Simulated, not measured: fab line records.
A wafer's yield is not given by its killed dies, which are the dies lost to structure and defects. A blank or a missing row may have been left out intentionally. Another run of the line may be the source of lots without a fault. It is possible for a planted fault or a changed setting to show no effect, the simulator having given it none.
Chamber matching :: flow nand-harc :: rie-diel-13 running NHARC_P_M0_STRIP_18: 4 sister chambers
The step strips in N2/H2. 14 wafers are shown with their chamber, then 7 later ones without.

== WAFERS WITH THEIR CHAMBER ==
wafer: L074.1
chamber: 0
drypump-motor-current-A (A): 5.3
oes-product-au (a.u.): 1.012
rf-vpp-V (V): 92.1

wafer: L074.3
chamber: 1
drypump-motor-current-A (A): 5.4
oes-product-au (a.u.): 0.996
rf-vpp-V (V): 91.3

wafer: L074.4
chamber: 2
drypump-motor-current-A (A): 6.5
oes-product-au (a.u.): 1.008
rf-vpp-V (V): 90.2

wafer: L076.1
chamber: 2
drypump-motor-current-A (A): 6.5
oes-product-au (a.u.): 1.011
rf-vpp-V (V): 90.3

wafer: L076.2
chamber: 0
drypump-motor-current-A (A): 5.2
oes-product-au (a.u.): 1.012
rf-vpp-V (V): 91.2

wafer: L076.5
chamber: 1
drypump-motor-current-A (A): 5.4
oes-product-au (a.u.): 0.986
rf-vpp-V (V): 92.0

wafer: L089.1
chamber: 3
drypump-motor-current-A (A): 4.8
oes-product-au (a.u.): 1.010
rf-vpp-V (V): 91.2

wafer: L089.4
chamber: 0
drypump-motor-current-A (A): 5.3
oes-product-au (a.u.): 1.001
rf-vpp-V (V): 92.0

wafer: L089.6
chamber: 0
drypump-motor-current-A (A): 5.3
oes-product-au (a.u.): 1.021
rf-vpp-V (V): 91.7

wafer: L093.1
chamber: 0
drypump-motor-current-A (A): 5.3
oes-product-au (a.u.): 1.008
rf-vpp-V (V): 91.1

wafer: L093.3
chamber: 1
drypump-motor-current-A (A): 5.4
oes-product-au (a.u.): 0.983
rf-vpp-V (V): 91.8

wafer: L093.5
chamber: 3
drypump-motor-current-A (A): 4.8
oes-product-au (a.u.): 1.009
rf-vpp-V (V): 92.4

wafer: L094.2
chamber: 0
drypump-motor-current-A (A): 5.2
oes-product-au (a.u.): 0.995
rf-vpp-V (V): 89.3

wafer: L094.3
chamber: 3
drypump-motor-current-A (A): 4.8
oes-product-au (a.u.): 1.003
rf-vpp-V (V): 91.4

SIGNATURES (means of the wafers above)
reading: drypump-motor-current-A
chamber 0: 5.267
chamber 1: 5.400
chamber 2: 6.500
chamber 3: 4.800
scatter within a chamber: 0.0365

reading: oes-product-au
chamber 0: 1.00817
chamber 1: 0.98833
chamber 2: 1.00950
chamber 3: 1.00733
scatter within a chamber: 0.00738

reading: rf-vpp-V
chamber 0: 91.233
chamber 1: 91.700
chamber 2: 90.250
chamber 3: 91.667
scatter within a chamber: 0.8
Rule: a wafer lies at a distance from a chamber equal to the root of the sum of squares, over the readings, of (its reading less the chamber's mean, divided by the reading's scatter). If the next closest chamber is less than 2 further off than the closest, the wafer can't be placed; otherwise it belongs to the closest. The scatter: take each reading less its chamber's mean, square it, sum over the shown wafers, divide by the number of wafers less the number of chambers, and take the root.

== WAFERS MISSING THEIR CHAMBER ==
wafer: L094.4
drypump-motor-current-A (A): 5.4
oes-product-au (a.u.): 0.985
rf-vpp-V (V): 91.6

wafer: L096.4
drypump-motor-current-A (A): 5.2
oes-product-au (a.u.): 1.008
rf-vpp-V (V): 90.4

wafer: L096.5
drypump-motor-current-A (A): 5.4
oes-product-au (a.u.): 0.991
rf-vpp-V (V): 90.8

wafer: L096.6
drypump-motor-current-A (A): 6.5
oes-product-au (a.u.): 1.011
rf-vpp-V (V): 89.3

wafer: L097.2
drypump-motor-current-A (A): 6.5
oes-product-au (a.u.): 1.005
rf-vpp-V (V): 88.5

wafer: L097.5
drypump-motor-current-A (A): 5.4
oes-product-au (a.u.): 1.000
rf-vpp-V (V): 90.0

wafer: L097.6
drypump-motor-current-A (A): 5.2
oes-product-au (a.u.): 1.014
rf-vpp-V (V): 89.8

== THE CHAMBER EACH PASSED THROUGH ==
wafer: L094.4
from the rows above: 1
in truth: 1

wafer: L096.4
from the rows above: 0
in truth: 0

wafer: L096.5
from the rows above: 1
in truth: 1

wafer: L096.6
from the rows above: 2
in truth: 2

wafer: L097.2
from the rows above: 2
in truth: 2

wafer: L097.5
from the rows above: can't be placed: 1 or 0
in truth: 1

wafer: L097.6
from the rows above: 0
in truth: 0
Correct placement for 6 of the 7. Can't be placed from these rows: 1 (the true chamber is among the candidates in 1). Placed wrongly: 0.
